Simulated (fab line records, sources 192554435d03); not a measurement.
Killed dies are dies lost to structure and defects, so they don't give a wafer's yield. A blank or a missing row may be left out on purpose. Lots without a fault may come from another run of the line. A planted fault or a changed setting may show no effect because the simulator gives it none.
fab line records | flow n5_finfet
record lots=7 wafers=39
route steps=1938 shown ZERO_LAYER@4 FIN_SAQP@100 SD_EPI_N@278 HKMG_FIN@401 MOL_CONTACT_COAG@584
start_h: hours from the record's first day to the start of the lot's first wafer shown | wait_h: hours since the lot's step before | " the same as in the row above | L1.1+2: a row that stands for several wafers | - no value, or no start given | * or withheld: withheld | < > ~ a bound
route shown NAME@n: a module of which the file shows steps, and the number in the route of the first | usual: mean/standard deviation of fault-free wafers | same: alike in all rows | chamber/n: place in a boat | sites: the reading at each site | _std_site: their standard deviation | _edge_site: outer sites' mean less inner sites' | radius_mm: how far each site lies from the wafer's centre | mask NAME#n: copy n | behind: the tool/chamber that last shaped the wafer | hold: why the lot was held/for how many hours/how that ended | device: the transistor (n, p or np) that didn't switch | end of line: the same wafers' tests at the end of the route | a step without rows: its recipe alone | killed: dies lost to structure and defects at the first sort, not the wafer's yield | map: a wafer's dies, x killed, . not, _ none there
set.NAME: the setting as run; set.NAME@STEP: as run at that earlier step | model.NAME: the simulator's own value behind a step, which no gauge read
lots whose settings were changed on purpose; a table a step, a row a wafer
## steps
# step N5_ZERO_LAYER_PECVD_02
# recipe material=SiO2 target_thk_a=100 temp_c=400 precursor=SiH4/N2O pressure_torr=0.75 rf_w=275 time_s=6
# columns lot.wafer tool chamber start_h wait_h set.time_s model.SiO2_of_ZERO_LAYER_PECVD_02.thk_nm
L076.1 pecvd-04 0 24.28 0.0 6 9.803
L076.2 " 1 " " 6 9.974
L076.3+6 " 1 " " 6 10
L076.4 " 0 " " 6 9.907
L076.5 " 0 " " 6 10.01
L083.1 pecvd-04 0 66.28 0.0 3.511 5.918
L083.2 " 1 " " 6 10.02
L083.3 " 2 " " 6 10.09
L083.4 " 0 " " 3.511 5.989
L083.5 " 2 " " 3.511 6.222
L083.6 " 1 " " 6 10.33
L084.1 pecvd-01 2 72.28 0.0 6 9.518
L084.2 " 0 " " 8.348 13.4
L084.3 " 1 " " 6 9.92
L084.4 " 0 " " 8.348 13.94
L084.5 " 1 " " 8.348 14.03
L084.6 " 2 " " 6 9.738
L089.1 pecvd-01 1 102.28 0.0 6 9.705
L089.2 " 0 " " 6 9.816
L089.6 " 2 " " 6 9.939
L092.1 pecvd-02 1 120.28 0.0 6 9.742
L092.2 " 2 " " 8.427 13.66
L092.3 " 0 " " 6 9.629
L092.4 " 1 " " 6 9.921
L092.5 " 0 " " 8.427 13.83
L092.6 " 2 " " 8.427 13.82
L093.1 pecvd-02 0 126.28 0.0 6 9.879
L093.2 " 2 " " 6 9.829
L093.3 " 1 " " 6 9.871
L093.4 " 2 " " 6 10.04
L093.5 " 1 " " 6 10.26
L093.6 " 0 " " 6 10
L094.1 pecvd-02 2 132.28 0.0 9.085 15.17
L094.2 " 0 " " 6 9.925
L094.3 " 1 " " 9.085 15.22
L094.4 " 1 " " 6 10.31
L094.5 " 2 " " 9.085 15.35
L094.6 " 0 " " 6 10.07
# step N5_FIN_SAQP_PECVD_06
# recipe material=a-Si target_thk_a=600 temp_c=400 precursor=SiH4/He pressure_torr=3 rf_w=100 time_s=48.1
# columns lot.wafer tool chamber start_h wait_h set.time_s model.a-Si_of_FIN_SAQP_PECVD_06.thk_nm
L076.1 pecvd-04 1 33.56 0.0 48.1 59.72
L076.2 " 0 " " 48.1 59.63
L076.3 " 1 " " 48.1 60.62
L076.4 " 0 " " 48.1 61.05
L076.5 " 1 " " 48.1 60.43
L076.6 " 0 " " 48.1 60.61
L083.1 pecvd-04 2 75.05 0.0 62.98 78.59
L083.2 " 0 " " 62.98 78.45
L083.3 " 1 " " 62.98 78.28
L083.4 " 0 " " 48.1 60.45
L083.5 " 2 " " 48.1 60.65
L083.6 " 1 " " 48.1 60.55
L084.1 pecvd-04 0 81.12 0.0 48.1 60.35
L084.2 " 2 " " 28.09 35.07
L084.3 " 1 " " 48.1 59.67
L084.4 " 1 " " 28.09 34.83
L084.5 " 2 " " 48.1 61.21
L084.6 " 0 " " 28.09 35.11
L089.1 pecvd-04 0 110.54 0.0 48.1 59.65
L089.2 " 1 " " 48.1 59.48
L089.6 " 0 " " 48.1 60.51
L092.1 pecvd-03 2 129.34 0.0 48.1 60.35
L092.2 " 1 " " 61.44 77.17
L092.3 " 0 " " 61.44 75.98
L092.4 " 1 " " 48.1 61.57
L092.5 " 2 " " 48.1 60.89
L092.6 " 0 " " 61.44 77.89
L093.1 pecvd-03 1 135.21 0.0 48.1 59.57
L093.2 " 2 " " 48.1 59.84
L093.3 " 0 " " 39.73 48.67
L093.4 " 0 " " 39.73 48.77
L093.5 " 2 " " 39.73 49.95
L093.6 " 1 " " 48.1 60.68
L094.1 pecvd-03 1 142.94 0.0 63.3 79.89
L094.2 " 2 " " 63.3 79.4
L094.3 " 2 " " 48.1 61.61
L094.4 " 1 " " 48.1 61.8
L094.5 " 1 " " 63.3 80.67
L094.6 " 2 " " 48.1 62.13
# step N5_FIN_SAQP_THK_MEAS_07
# usual thk_nm=60.2/0.84
# columns lot.wafer tool chamber start_h wait_h set.time_s@FIN_SAQP_PECVD_06 thk_nm
L076.1 film_metro-01 - 33.68 0.1 48.1 59.7
L076.2 " - " " 48.1 59.6
L076.3 " - " " 48.1 60.6
L076.4 " - " " 48.1 61.1
L076.5 " - " " 48.1 60.4
L076.6 " - " " 48.1 60.6
L083.1 film_metro-01 - 75.13 0.1 62.98 78.6
L083.2 " - " " 62.98 78.5
L083.3 " - " " 62.98 78.3
L083.4 " - " " 48.1 60.5
L083.5 " - " " 48.1 60.7
L083.6 " - " " 48.1 60.5
L084.1 film_metro-01 - 81.21 0.1 48.1 60.3
L084.2 " - " " 28.09 35.0
L084.3 " - " " 48.1 59.7
L084.4 " - " " 28.09 34.8
L084.5 " - " " 48.1 61.2
L084.6 " - " " 28.09 35.1
L089.1 film_metro-02 - 110.63 0.1 48.1 59.6
L089.2 " - " " 48.1 59.5
L089.6 " - " " 48.1 60.5
L092.1 film_metro-01 - 129.43 0.1 48.1 60.3
L092.2 " - " " 61.44 77.1
L092.3 " - " " 61.44 76.0
L092.4 " - " " 48.1 61.6
L092.5 " - " " 48.1 60.9
L092.6 " - " " 61.44 77.9
L093.1 film_metro-02 - 135.30 0.1 48.1 59.6
L093.2 " - " " 48.1 59.8
L093.3 " - " " 39.73 48.6
L093.4 " - " " 39.73 48.8
L093.5 " - " " 39.73 50.0
L093.6 " - " " 48.1 60.6
L094.1 film_metro-02 - 143.06 0.1 63.3 79.9
L094.2 " - " " 63.3 79.4
L094.3 " - " " 48.1 61.6
L094.4 " - " " 48.1 61.8
L094.5 " - " " 63.3 80.7
L094.6 " - " " 48.1 62.2
# step N5_FIN_SAQP_HM_DEP_72
# recipe material=SiO2 target_thk_a=120 temp_c=400 precursor=SiH4/N2O pressure_torr=0.75 rf_w=275 time_s=7.2
# step N5_FIN_SAQP_COAT_49
# recipe resist=SOC temp_c=250 time_s=60 spin_rpm=1500 resist_thk_nm=100
# step N5_FIN_SAQP_HM_OPEN_73
# recipe chemistry=CHF3/O2 target=SiO2 stop_on=a-Si target_depth_a=120 over_etch_frac=1.8 mask_material=SOC time_s=16.8 pressure_mtorr=30 source_w=650 bias_w=170 Ar_flow_sccm=200 CHF3_flow_sccm=50 O2_flow_sccm=5 ion_energy_ev=200 ends=end_point
# step N5_FIN_SAQP_STRIP_74
# recipe chemistry=CHF3/O2 resist=SiARC rf_frequency_hz=6e+07
# step N5_FIN_SAQP_MANDREL_ETCH_22
# recipe target_depth_a=600 chemistry=HBr/Cl2 target=a-Si stop_on=SiNx bt_time_s=10 over_etch_frac=0.5 time_s=30 pressure_mtorr=10 icp_w=800 bias_w=75 HBr_flow_sccm=150 Cl2_flow_sccm=80 ends=end_point
# usual oes_product_au=0.767/0.014
# columns lot.wafer tool chamber start_h wait_h set.time_s@FIN_SAQP_PECVD_06 oes_product_au model.etch.depth_nm
L076.1 rie_si-05 1 34.42 0.0 48.1 0.778 59.72
L076.2 " 0 " " 48.1 0.766 59.62
L076.3 " 3 " " 48.1 0.764 60.6
L076.4 " 2 " " 48.1 0.777 61.03
L076.5 " 0 " " 48.1 0.766 60.43
L076.6 " 3 " " 48.1 0.768 60.6
L083.1 rie_si-03 3 76.00 0.0 62.98 0.919 78.56
L083.2 " 0 " " 62.98 0.933 78.45
L083.3 " 1 " " 62.98 0.899 78.27
L083.4 " 2 " " 48.1 0.761 60.41
L083.5 " 1 " " 48.1 0.771 60.6
L083.6 " 2 " " 48.1 0.762 60.52
L084.1 rie_si-03 3 81.95 0.0 48.1 0.782 60.35
L084.2 " 2 " " 28.09 0.563 35.04
L084.3 " 0 " " 48.1 0.781 59.63
L084.4 " 1 " " 28.09 0.572 34.83
L084.5 " 2 " " 48.1 0.764 61.21
L084.6 " 1 " " 28.09 0.577 35.11
L089.1 rie_si-03 2 111.44 0.0 48.1 0.761 59.65
L089.2 " 3 " " 48.1 0.761 59.47
L089.6 " 0 " " 48.1 0.795 60.49
L092.1 rie_si-05 0 130.30 0.0 48.1 0.764 60.33
L092.2 " 1 " " 61.44 0.905 77.17
L092.3 " 3 " " 61.44 0.881 75.98
L092.4 " 2 " " 48.1 0.780 61.57
L092.5 " 0 " " 48.1 0.777 60.87
L092.6 " 1 " " 61.44 0.914 77.89
L093.1 rie_si-01 0 136.04 0.0 48.1 0.786 59.57
L093.2 " 3 " " 48.1 0.758 59.83
L093.3 " 1 " " 39.73 0.654 48.65
L093.4 " 2 " " 39.73 0.667 48.75
L093.5 " 0 " " 39.73 0.703 49.94
L093.6 " 3 " " 48.1 0.756 60.68
L094.1 rie_si-03 2 143.84 0.0 63.3 0.907 79.87
L094.2 " 0 " " 63.3 0.939 79.4
L094.3 " 3 " " 48.1 0.783 61.61
L094.4 " 1 " " 48.1 0.773 61.8
L094.5 " 2 " " 63.3 0.911 80.66
L094.6 " 3 " " 48.1 0.786 62.13
# step N5_SD_EPI_N_ETCH_45
# recipe chemistry=CH3F/O2 target=SiOCN target_depth_a=60 mask_material=SOC ion_energy_ev=60 bias_w=29 pressure_mtorr=15 source_w=410 Ar_flow_sccm=150 CH3F_flow_sccm=30 O2_flow_sccm=20
# columns lot.wafer tool chamber start_h wait_h set.target_depth_a model.etch.depth_nm
L076.1 rie_diel-06 1 61.36 0.1 90.43 9.091
L076.2 " 0 " " 90.43 8.923
L076.3 " 2 " " 60 5.922
L076.4 " 3 " " 60 5.971
L076.5 " 1 " " 60 6.019
L076.6 " 2 " " 90.43 8.932
L084.1 rie_diel-05 3 108.32 0.1 60 6.048
L084.2 " 2 " " 60 6.029
L084.3 " 1 " " 60 6.034
L084.4 " 0 " " 60 6.167
L084.5 " 0 " " 60 6.169
L084.6 " 1 " " 60 6.047
L083.1 rie_diel-05 1 109.36 0.1 60 6.031
L083.2 " 0 " " 60 6.104
L083.3 " 3 " " 29.14 2.943
L083.4 " 2 " " 29.14 2.93
L083.5 " 0 " " 29.14 2.994
L083.6 " 3 " " 60 6.03
L089.1 rie_diel-02 0 139.23 0.1 60 5.912
L089.2 " 1 " " 60 5.942
L089.6 " 2 " " 60 6.008
L092.1 rie_diel-06 2 157.21 0.1 60 6.055
L092.2 " 1 " " 60 6.008
L092.3 " 0 " " 60 6.086
L092.4 " 0 " " 60 6.074
L092.5 " 2 " " 60 6.098
L092.6 " 1 " " 60 6.019
L093.1 rie_diel-06 0 166.13 0.1 60 5.993
L093.2 " 2 " " 95.08 9.54
L093.3 " 1 " " 60 5.891
L093.4 " 2 " " 95.08 9.468
L093.5 " 1 " " 60 5.982
L093.6 " 0 " " 95.08 9.508
L094.1 rie_diel-06 2 174.28 0.1 60 6.082
L094.2 " 0 " " 60 6.132
L094.3 " 3 " " 60 6.009
L094.4 " 1 " " 36.25 3.581
L094.5 " 3 " " 36.25 3.63
L094.6 " 2 " " 36.25 3.698
# step N5_HKMG_FIN_DESCUM_53
# recipe chemistry=O2 time_s=7.9 source_power_w=50 bias_power_w=20 pressure_mtorr=20 rf_frequency_hz=2.712e+07 temp_c=40 resist=CAR-ArF o2_flow_sccm=225
# columns lot.wafer tool chamber start_h wait_h set.time_s model.CAR-ArF_of_HKMG_FIN_COAT_43.thk_nm
L076.1 rie_diel-05 3 83.49 0.0 5.41 84.6
L076.2+5 " 1 " " 7.9 83.4
L076.3+4 " 2,0 " " 5.41 84.8
L076.6 " 2 " " 7.9 83.2
L084.1 rie_diel-02 3 129.58 0.0 7.9 83.6
L084.2 " 2 " " 7.9 83.4
L084.3 " 0 " " 7.9 83.2
L084.4+5 " 1,3 " " 6.394 84.4
L084.6 " 2 " " 6.394 84.2
L083.1+2+5 rie_diel-05 1,3,1 130.80 0.0 7.9 83.6
L083.3+4+6 " 2,0,2 " " 11.85 81.2
L089.1 rie_diel-02 0 161.44 0.0 7.9 83.2
L089.2 " 1 " " 7.9 83.6
L089.6 " 2 " " 7.9 83.4
L092.1 rie_diel-02 0 179.31 0.0 7.9 83.4
L092.2 " 3 " " 9.971 81.8
L092.3+5 " 2,1 " " 7.9 83.2
L092.4+6 " 1,2 " " 9.971 82
L093.1+3 rie_diel-05 2,1 189.51 0.7 3.76 86.2
L093.2 " 0 " " 3.76 85.8
L093.4 " 1 " " 7.9 83.4
L093.5+6 " 0,2 " " 7.9 83.2
L094.1+2 rie_diel-05 1,2 197.27 0.0 7.9 83.6
L094.3 " 0 " " 10.87 81.8
L094.4+5 " 3,2 " " 10.87 81.6
L094.6 " 1 " " 7.9 83.8
# step N5_MOL_CONTACT_COAG_ETCHBACK_135
# recipe chemistry=CHF3 target=SiO2 target_depth_a=250 time_s=16.7 ion_energy_ev=200 pressure_mtorr=30 source_w=610 bias_w=170 Ar_flow_sccm=200 CHF3_flow_sccm=50
# columns lot.wafer tool chamber start_h wait_h set.time_s model.SOC_of_MOL_CONTACT_COAG_COAT_75.thk_nm
L076.1+2+3+4+5+6 rie_diel-02 1,3,0,2,3,0 109.54 0.0 16.7 57.6
L084.1+6 rie_diel-05 0,3 155.32 0.0 24.9 56.2
L084.2 " 3 " " 24.9 56
L084.3 " 1 " " 16.7 57.6
L084.4+5 " 0,1 " " 16.7 57.4
L083.1+3+6 rie_diel-06 2,1,2 156.50 0.0 22.77 56.6
L083.2 " 0 " " 16.7 57.2
L083.4 " 1 " " 16.7 57.4
L083.5 " 0 " " 16.7 57.6
L089.1 rie_diel-06 1 190.56 0.0 16.7 57.8
L089.2+6 " 3 " " 16.7 57.6
L092.1 rie_diel-06 2 205.72 0.0 25.59 55.8
L092.2 " 3 " " 25.59 55.6
L092.3+4 " 1,0 " " 16.7 57.2
L092.5 " 1 " " 25.59 56
L092.6 " 2 " " 16.7 57.4
L093.1+5 rie_diel-05 3 216.73 0.0 16.7 57.6
L093.2 " 0 " " 16.7 57.4
L093.3+6 " 2 " " 24.27 56.4
L093.4 " 1 " " 24.27 56.2
L094.1 rie_diel-05 3 223.04 0.0 21.11 56.8
L094.2+4 " 2,1 " " 21.11 56.6
L094.3+6 " 0,2 " " 16.7 57.2
L094.5 " 3 " " 16.7 57.4
# step N5_MOL_CONTACT_COAG_STRIP_118
# recipe chemistry=CHF3 resist=SiARC rf_frequency_hz=6e+07
# step N5_MOL_CONTACT_COAG_VIA_ETCH_46
# recipe chemistry=C4F6/O2 target_depth_a=460 overetch_a=92 mask_material=SOC target=SiO2 bias_w=455 pressure_mtorr=10 time_s=40 source_w=325 Ar_flow_sccm=300 C4F6_flow_sccm=10 O2_flow_sccm=10 ion_energy_ev=575.3 ends=end_point
# columns lot.wafer tool chamber start_h wait_h set.time_s@MOL_CONTACT_COAG_ETCHBACK_135 model.SOC_of_MOL_CONTACT_COAG_COAT_75.thk_nm
L076.1+2+3+6 rie_diel-02 1,3,0,0 109.57 0.0 16.7 51.2
L076.4+5 " 2,3 " " 16.7 51
L084.1+2+6 rie_diel-05 0,3,3 155.35 0.0 24.9 49.6
L084.3+4+5 " 1,0,1 " " 16.7 50.8
L083.1+6 rie_diel-06 2 156.53 0.0 22.77 49.8
L083.2 " 0 " " 16.7 50.6
L083.3 " 1 " " 22.77 50
L083.4+5 " 1,0 " " 16.7 50.8
L089.1 rie_diel-06 1 190.59 0.0 16.7 51.2
L089.2+6 " 3 " " 16.7 51
L092.1 rie_diel-06 2 205.75 0.0 25.59 49
L092.2+5 " 3,1 " " 25.59 49.2
L092.3+6 " 1,2 " " 16.7 50.6
L092.4 " 0 " " 16.7 50.4
L093.1+5 rie_diel-05 3 216.76 0.0 16.7 51
L093.2 " 0 " " 16.7 50.8
L093.3+6 " 2 " " 24.27 49.8
L093.4 " 1 " " 24.27 49.6
L094.1 rie_diel-05 3 223.07 0.0 21.11 50.2
L094.2+4 " 2,1 " " 21.11 50
L094.3+6 " 0,2 " " 16.7 50.6
L094.5 " 3 " " 16.7 50.8
## key
split step=N5_ZERO_LAYER_PECVD_02 setting=time_s stated=6 by=wafer
response step=N5_ZERO_LAYER_PECVD_02 reading=model.SiO2_of_ZERO_LAYER_PECVD_02.thk_nm change=+0.1 per=1% r=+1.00
split step=N5_FIN_SAQP_PECVD_06 setting=time_s stated=48.1 by=wafer
response step=N5_FIN_SAQP_PECVD_06 reading=model.a-Si_of_FIN_SAQP_PECVD_06.thk_nm change=+0.592 per=1% r=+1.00
response step=N5_FIN_SAQP_THK_MEAS_07 reading=thk_nm change=* per=1% r=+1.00
response step=N5_FIN_SAQP_MANDREL_ETCH_22 reading=oes_product_au change=+0.00478 per=1% r=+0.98
response step=N5_FIN_SAQP_MANDREL_ETCH_22 reading=model.etch.depth_nm change=+0.593 per=1% r=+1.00
split step=N5_SD_EPI_N_ETCH_45 setting=target_depth_a stated=60 by=wafer
response step=N5_SD_EPI_N_ETCH_45 reading=model.etch.depth_nm change=+0.0604 per=1% r=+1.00
split step=N5_HKMG_FIN_DESCUM_53 setting=time_s stated=7.9 by=wafer
response step=N5_HKMG_FIN_DESCUM_53 reading=model.CAR-ArF_of_HKMG_FIN_COAT_43.thk_nm change=-0.0504 per=1% r=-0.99
split step=N5_MOL_CONTACT_COAG_ETCHBACK_135 setting=time_s stated=16.7 by=wafer
response step=N5_MOL_CONTACT_COAG_ETCHBACK_135 reading=model.SOC_of_MOL_CONTACT_COAG_COAT_75.thk_nm change=-0.0261 per=1% r=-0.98
response step=N5_MOL_CONTACT_COAG_VIA_ETCH_46 reading=model.SOC_of_MOL_CONTACT_COAG_COAT_75.thk_nm change=-0.0252 per=1% r=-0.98
